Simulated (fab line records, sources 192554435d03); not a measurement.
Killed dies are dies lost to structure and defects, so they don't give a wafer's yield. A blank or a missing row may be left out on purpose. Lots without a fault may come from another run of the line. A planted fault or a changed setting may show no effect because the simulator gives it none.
A struck lot beside a sound one | flow n5_finfet | 37 steps out of a route of 1938
Sound: wafers L737.2, L737.3, L737.6. Struck: wafer L740.5. (L740.1, L740.2 of the same lot were not struck and are left out.) The cause comes at the end.
At each step with rows: each side's tool, then ch and its chambers, then its first start. Under that, the readings that differ: sound wafers | struck wafers | difference of the means | sigmas: that difference in standard deviations of wafers without a fault.
alike: readings whose means differ by less than 2 such deviations, and words and numbers that are the same on both sides. not compared: withheld readings, readings that some wafer has no value for, bounds like >300 that may hide the same value, and numbers for which the record gives no deviation and whose values overlap.
The two part at a step that has a row with sigmas, a row that says differs or no value, or rows on one side only. Numbers that don't overlap but have no deviation are shown without sigmas and don't part them. A reading that every wafer of one side lacks parts them only if that side has two wafers or more.

first, 9 steps without rows for these wafers: N5_PASSIVATION_DESCUM_12 (chemistry O2, time 7.9 s); N5_PASSIVATION_PASS_ETCH_74 (etches SiNx in CF4/O2, target depth 220 nm, time 110 s); N5_PASSIVATION_VIA_ETCH_13 (etches SiO2 in CHF3/O2, target depth 660 nm, time 330 s); N5_PASSIVATION_STRIP_14 (strips in O2); N5_PASSIVATION_ETCH_15 (etches SiCN in CF4/N2, target depth 75 nm, time 81.2 s); N5_PASSIVATION_STRIP_73 (strips in post etch residue remover, time 60 s); N5_PASSIVATION_SRD_17 (time 30 s, dry time 30 s); N5_PASSIVATION_DEGAS_18 (time 60 s); N5_PASSIVATION_PRE_CLEAN_19.
N5_PASSIVATION_SPUTTER_20: material TaN, target thk 50 nm.
  sound on pvd_sputter-02, day 15 10:00; struck on pvd_sputter-01, day 16 07:50
  alike: throttle_valve_pct
then, 26 steps without rows for these wafers: N5_PASSIVATION_AL_DEP_21 (deposits Al, target thk 2800 nm, time 170 s); N5_PASSIVATION_HMDS_23 (time 60 s); N5_PASSIVATION_COAT_24; N5_PASSIVATION_EBR_26; N5_PASSIVATION_SOFTBAKE_25 (time 90 s); N5_PASSIVATION_EXPOSE_27 (exposes mask PAD, defocus 0 nm); N5_PASSIVATION_PEB_28; N5_PASSIVATION_DEVELOP_29 (develop time 60 s); N5_PASSIVATION_HARDBAKE_31 (time 120 s); N5_PASSIVATION_DESCUM_32 (chemistry O2, time 7.9 s); N5_PASSIVATION_AL_ETCH_33 (etches Al in Cl2/BCl3, stops on TaN, target depth 2800 nm, time 466.7 s); N5_PASSIVATION_ETCH_59 (etches TaN in Cl2/BCl3, target depth 65 nm, time 34.9 s); N5_PASSIVATION_STRIP_34 (strips in O2); N5_PASSIVATION_STRIP_51 (strips in post etch residue remover, time 1200 s); N5_PASSIVATION_CLEAN_69 (cleans in IPA, time 180 s); N5_PASSIVATION_SRD_70 (time 30 s); N5_PASSIVATION_PECVD_53 (deposits SiO2 from TEOS/O2, target thk 800 nm, time 169.4 s); N5_PASSIVATION_PECVD_35 (deposits SiNx from SiH4/NH3/N2, target thk 700 nm, time 151.3 s); N5_PASSIVATION_HMDS_37 (time 60 s); N5_PASSIVATION_COAT_38; N5_PASSIVATION_EBR_40; N5_PASSIVATION_SOFTBAKE_39 (time 120 s); N5_PASSIVATION_EXPOSE_41 (exposes mask PASS OPEN, defocus 0 nm, target cd 40000 nm); N5_PASSIVATION_PEB_42; N5_PASSIVATION_DEVELOP_43 (develop time 60 s); N5_PASSIVATION_HARDBAKE_45 (time 120 s).
N5_PASSIVATION_PROBE_49:
  sound on prober-02, day 15 16:44; struck on prober-01, day 16 13:50
  reading                  | sound | struck | difference | sigmas
  defect_limited_yield (%) | 89.2  | 81.7   | -7.5       | -5
  killed_at_front_end      | 54    | 32     | -22        | -2
  killed_at_other          | 2     | 128    | +126       | +45
  killed_dies              | 127   | 216    | +89        | +5
  killed_open              | 100   | 66     | -34        | -2
  sort_bin_5_function (%)  | 6.3   | 12.1   | +5.8       | +5
  sort_n_pass              | 1053  | 964    | -89        | -5
  sort_yield_pct (%)       | 89.2  | 81.7   | -7.5       | -5
  alike: killed_at_M0_to_M3, killed_at_M4_up, killed_at_contacts, killed_short, sort_bin_6_memory, sort_bin_8_speed

WHERE THEY PART
Only at N5_PASSIVATION_PROBE_49, within this record.

WHY: what the simulator had put in
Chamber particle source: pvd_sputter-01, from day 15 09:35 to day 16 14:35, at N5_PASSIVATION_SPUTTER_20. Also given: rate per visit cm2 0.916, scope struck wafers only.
